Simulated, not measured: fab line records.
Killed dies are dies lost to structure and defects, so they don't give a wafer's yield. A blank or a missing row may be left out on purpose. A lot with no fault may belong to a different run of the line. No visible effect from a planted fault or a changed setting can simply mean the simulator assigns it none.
Matching of chambers / flow n5 finfet / ald metal-02 running N5_BEOL_M9_ALD_74: 4 sister chambers
The step deposits TaN, target thk 2 nm, pulse time 2 s, purge time 3 s. 14 wafers are shown with their chamber, then 6 later ones without.

WAFERS WITH THEIR CHAMBER
wafer=L988.1; chamber=3; heater power w (W)=434; precursor vessel carrier sccm (sccm)=1005
wafer=L988.4; chamber=1; heater power w (W)=403; precursor vessel carrier sccm (sccm)=1001
wafer=L988.5; chamber=0; heater power w (W)=338; precursor vessel carrier sccm (sccm)=1000
wafer=L997.1; chamber=2; heater power w (W)=413; precursor vessel carrier sccm (sccm)=996
wafer=L997.2; chamber=1; heater power w (W)=398; precursor vessel carrier sccm (sccm)=997
wafer=L997.5; chamber=3; heater power w (W)=435; precursor vessel carrier sccm (sccm)=1001
wafer=L993.2; chamber=3; heater power w (W)=423; precursor vessel carrier sccm (sccm)=997
wafer=L993.4; chamber=2; heater power w (W)=407; precursor vessel carrier sccm (sccm)=996
wafer=L100.1; chamber=3; heater power w (W)=433; precursor vessel carrier sccm (sccm)=1003
wafer=L100.3; chamber=1; heater power w (W)=392; precursor vessel carrier sccm (sccm)=994
wafer=L100.4; chamber=0; heater power w (W)=341; precursor vessel carrier sccm (sccm)=1004
wafer=L104.1; chamber=3; heater power w (W)=430; precursor vessel carrier sccm (sccm)=998
wafer=L104.4; chamber=2; heater power w (W)=404; precursor vessel carrier sccm (sccm)=995
wafer=L104.5; chamber=0; heater power w (W)=346; precursor vessel carrier sccm (sccm)=1000

SIGNATURES (averages over the wafers above)
reading=heater power w; chamber 0=341.67; chamber 1=397.67; chamber 2=408.00; chamber 3=431.00; scatter within a chamber=4.79
reading=precursor vessel carrier sccm; chamber 0=1001.33; chamber 1=997.33; chamber 2=995.67; chamber 3=1000.80; scatter within a chamber=2.84
Rule: distance of a wafer from a chamber = root of the sum over the readings of ((wafer's reading minus chamber's mean) / reading's scatter) squared. If the next closest chamber is less than 2 further off than the closest, the wafer can't be placed; otherwise it belongs to the closest. The scatter: take each reading less its chamber's mean, square it, sum over the shown wafers, divide by the number of wafers less the number of chambers, and take the root.

WAFERS WITH NO CHAMBER GIVEN
wafer=L105.1; heater power w (W)=338; precursor vessel carrier sccm (sccm)=999
wafer=L105.4; heater power w (W)=410; precursor vessel carrier sccm (sccm)=1000
wafer=L105.5; heater power w (W)=409; precursor vessel carrier sccm (sccm)=1000
wafer=L108.1; heater power w (W)=410; precursor vessel carrier sccm (sccm)=994
wafer=L108.5; heater power w (W)=381; precursor vessel carrier sccm (sccm)=1000
wafer=L108.6; heater power w (W)=339; precursor vessel carrier sccm (sccm)=1003

THE CHAMBER EACH PASSED THROUGH
wafer=L105.1; from the rows above=0; in truth=0
wafer=L105.4; from the rows above=can't be placed: 2 or 1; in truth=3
wafer=L105.5; from the rows above=can't be placed: 2 or 1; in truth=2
wafer=L108.1; from the rows above=2; in truth=2
wafer=L108.5; from the rows above=1; in truth=1
wafer=L108.6; from the rows above=0; in truth=0
4 of 6 placed correctly. Can't be placed from these rows: 2 (the true chamber is among the candidates in 1). Number placed wrongly: 0.
